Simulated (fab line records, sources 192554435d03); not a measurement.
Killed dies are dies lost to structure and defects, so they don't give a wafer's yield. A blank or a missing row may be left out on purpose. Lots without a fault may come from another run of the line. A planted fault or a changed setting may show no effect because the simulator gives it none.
Split-lot experiment | flow n5_finfet | 7 lots, 21 wafers read, on a route of 1938 steps

THE SPLIT
At N5_BEOL_M9_EXPOSE_25 (exposes mask V8), the setting dose_mj was moved away from the recipe's 37.25 on 7 of the 21 wafers read, by -3.5% to +4.3%. The other wafers ran this setting at the recipe's value.

FROM THE SPLIT TO THE READING: what the file shows between them, 2 steps
- N5_BEOL_M9_PEB_26: peb time 60 s
- N5_BEOL_M9_DEVELOP_27: develop time 30 s

THE READING
cd_nm, in nm, at N5_BEOL_M9_CD_MEAS_28 (target cd 70 nm). Fault-free wafers of this fab line usually give 69.99 nm, standard deviation 0.23 nm.

wafer  | tool, chamber at the split | dose_mj as run | against the recipe | cd_nm, nm | against lot-mates on the recipe
L075.2 | euv_scanner-01, 0          | 35.93          | -3.5%              | 69.30     | -0.73
L075.4 | euv_scanner-01, 0          | 37.25          | recipe             | 70.19     | -
L075.5 | euv_scanner-01, 0          | 37.25          | recipe             | 69.86     | -
L081.4 | euv_scanner-02, 0          | 38.84          | +4.3%              | 70.90     | +1.13
L081.5 | euv_scanner-02, 0          | 38.84          | +4.3%              | 70.92     | +1.15
L081.6 | euv_scanner-02, 0          | 37.25          | recipe             | 69.77     | -
L082.2 | euv_scanner-01, 0          | 37.25          | recipe             | 70.07     | -
L082.3 | euv_scanner-01, 0          | 38.73          | +4.0%              | 71.34     | +1.19
L082.6 | euv_scanner-01, 0          | 37.25          | recipe             | 70.23     | -
L088.2 | euv_scanner-02, 0          | 37.25          | recipe             | 69.60     | -
L088.5 | euv_scanner-02, 0          | 37.25          | recipe             | 69.87     | -
L088.6 | euv_scanner-02, 0          | 37.25          | recipe             | 70.30     | -
L085.1 | euv_scanner-02, 0          | 35.97          | -3.4%              | 69.19     | no lot-mate on the recipe
L085.2 | euv_scanner-02, 0          | 35.97          | -3.4%              | 69.04     | no lot-mate on the recipe
L085.5 | euv_scanner-02, 0          | 35.97          | -3.4%              | 69.01     | no lot-mate on the recipe
L093.2 | euv_scanner-02, 0          | 37.25          | recipe             | 70.31     | -
L093.4 | euv_scanner-02, 0          | 37.25          | recipe             | 69.62     | -
L093.6 | euv_scanner-02, 0          | 37.25          | recipe             | 69.75     | -
L095.1 | euv_scanner-01, 0          | 37.25          | recipe             | 69.91     | -
L095.3 | euv_scanner-01, 0          | 37.25          | recipe             | 70.04     | -
L095.4 | euv_scanner-01, 0          | 37.25          | recipe             | 70.18     | -

THE FIT
A straight line over all 21 wafers: cd_nm changes by +0.25 nm for each +1% of dose_mj; r = +0.93; the points scatter about the line by 0.23 nm.
The same after taking each lot's own level away (the mean of its wafers on the recipe; 18 wafers): +0.26 nm for each +1%; r = +0.93; scatter 0.21 nm.
On that fit, the largest move of dose_mj shifts the reading by 1.1 nm.
The lots' own levels span 69.770 to 70.150 nm, that is 1.7 times the standard deviation above.
So the lot-to-lot level changes the slope little: the two slopes agree.
Check: with one of the wafers moved furthest among these (+4.3%) left out of the fit, the line predicts +1.13 nm for it against its lot-mates. It came out at +1.13 nm against them.

THE FILE'S OWN FIT
cd_nm changes by +0.262 nm for each +1% of dose_mj, r = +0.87.
